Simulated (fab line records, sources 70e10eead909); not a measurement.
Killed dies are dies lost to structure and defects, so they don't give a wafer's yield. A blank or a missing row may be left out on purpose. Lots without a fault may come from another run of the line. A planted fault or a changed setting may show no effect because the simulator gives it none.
Which tool did it? | flow nand_harc | 12 lots, 36 wafers sampled, at 4 steps of a route of 1159

WHAT THE GAUGES READ, wafer by wafer
NHARC_A_SGD_CUT_THK_MEAS_22: measures by ellipsometry.
lot  | measured     | on            | thk_nm (nm)
L074 | day 14 02:50 | film_metro-02 | 147.3 149.1 147.8
L077 | day 14 16:47 | film_metro-02 | 147.9 148.5 149.2
L078 | day 15 13:25 | film_metro-01 | 149.1 148.8 147.4
L080 | day 16 08:41 | film_metro-01 | 147.9 149.5 146.2
L084 | day 16 12:34 | film_metro-02 | 147.7 147.6 148.1
L088 | day 17 23:55 | film_metro-02 | 146.2 149.5 147.8
L086 | day 17 23:55 | film_metro-01 | 147.4 146.3 148.7
L091 | day 18 09:27 | film_metro-02 | 150.8 149.6 148.8
L090 | day 18 09:26 | film_metro-02 | 149.0 148.9 149.2
L094 | day 19 04:15 | film_metro-01 | 149.4 148.3 148.3
L096 | day 19 12:44 | film_metro-01 | 149.4 149.0 149.0
L097 | day 19 19:20 | film_metro-01 | 149.9 147.6 146.3

WHICH TOOL RAN EACH LOT (tool, then ch and the chambers of the sampled wafers, then the start)
lot  | NHARC_A_STAIRCASE_ETCH_315                    | NHARC_A_STAIRCASE_CMP_450     | NHARC_A_SGD_CUT_ETCH_58
L074 | rie_diel-01 ch 1,2, day 13 14:11 or earlier   | cmp-03 ch 0,1,2, day 13 14:11 | rie_diel-11 ch 2,3, day 13 17:02
L077 | rie_diel-02 ch 0,3, day 14 09:42 or earlier   | cmp-04 ch 1,2,3, day 14 09:42 | rie_diel-11 ch 2,3, day 14 12:26
L078 | rie_diel-02 ch 0,3, day 15 04:57 or earlier   | cmp-04 ch 0,1,2, day 15 04:57 | rie_diel-07 ch 0,2,3, day 15 07:47
L080 | rie_diel-02 ch 0,1,2, day 15 22:32 or earlier | cmp-04 ch 1,2,3, day 15 22:32 | rie_diel-07 ch 0,2,3, day 16 01:24
L084 | rie_diel-06 ch 0,2,3, day 16 03:31 or earlier | cmp-04 ch 1,2, day 16 03:31   | rie_diel-05 ch 0,3, day 16 06:23
L088 | rie_diel-02 ch 1,3, day 17 14:58 or earlier   | cmp-04 ch 0,2,3, day 17 14:58 | rie_diel-05 ch 0,1,2, day 17 17:46
L086 | rie_diel-02 ch 0,2,3, day 17 15:47 or earlier | cmp-02 ch 1,3, day 17 15:47   | rie_diel-11 ch 0,1,3, day 17 18:37
L091 | rie_diel-02 ch 0,1,3, day 18 01:08 or earlier | cmp-02 ch 2,3, day 18 01:08   | rie_diel-05 ch 1,2,3, day 18 04:06
L090 | rie_diel-01 ch 1,3, day 18 01:25 or earlier   | cmp-02 ch 0,1,3, day 18 01:25 | rie_diel-11 ch 1,3, day 18 04:22
L094 | rie_diel-01 ch 0,3, day 18 19:55 or earlier   | cmp-04 ch 2,3, day 18 19:55   | rie_diel-05 ch 1,2, day 18 22:56
L096 | rie_diel-02 ch 0,1,2, day 19 04:20 or earlier | cmp-02 ch 1,2,3, day 19 04:20 | rie_diel-05 ch 1,2,3, day 19 07:16
L097 | rie_diel-01 ch 2,3, day 19 10:38 or earlier   | cmp-02 ch 0,1,2, day 19 10:38 | rie_diel-07 ch 1,2,3, day 19 13:29
- NHARC_A_STAIRCASE_ETCH_315: etches the open film in C4F8/O2/Ar, target depth 2500 nm, time 607.1 s.
- NHARC_A_STAIRCASE_CMP_450: polishes SiO2, target thk 200 nm.
- NHARC_A_SGD_CUT_ETCH_58: etches the open film in CF4, target depth 39 nm, time 65 s.

THE ANSWER, worked out from the rows above alone
Rule: what is usual is taken from the lots themselves. Put in order of their means at a reading, lots are off if they are a third of the lots or fewer, leave a main group of 4 or more, and stand apart from it by a gap of 3 or more times the standard deviation of the main group's means; of several such gaps the widest counts. A main group whose means are all the same, to the digits that the tables above print for the reading, isn't used. A lot without any number at a reading at which 4 lots or more have one is off too. The other lots that the step has rows for count as sound.
No lot is off at any reading shown: from this, nothing can be told.

WHAT THE SIMULATOR HAD PUT IN
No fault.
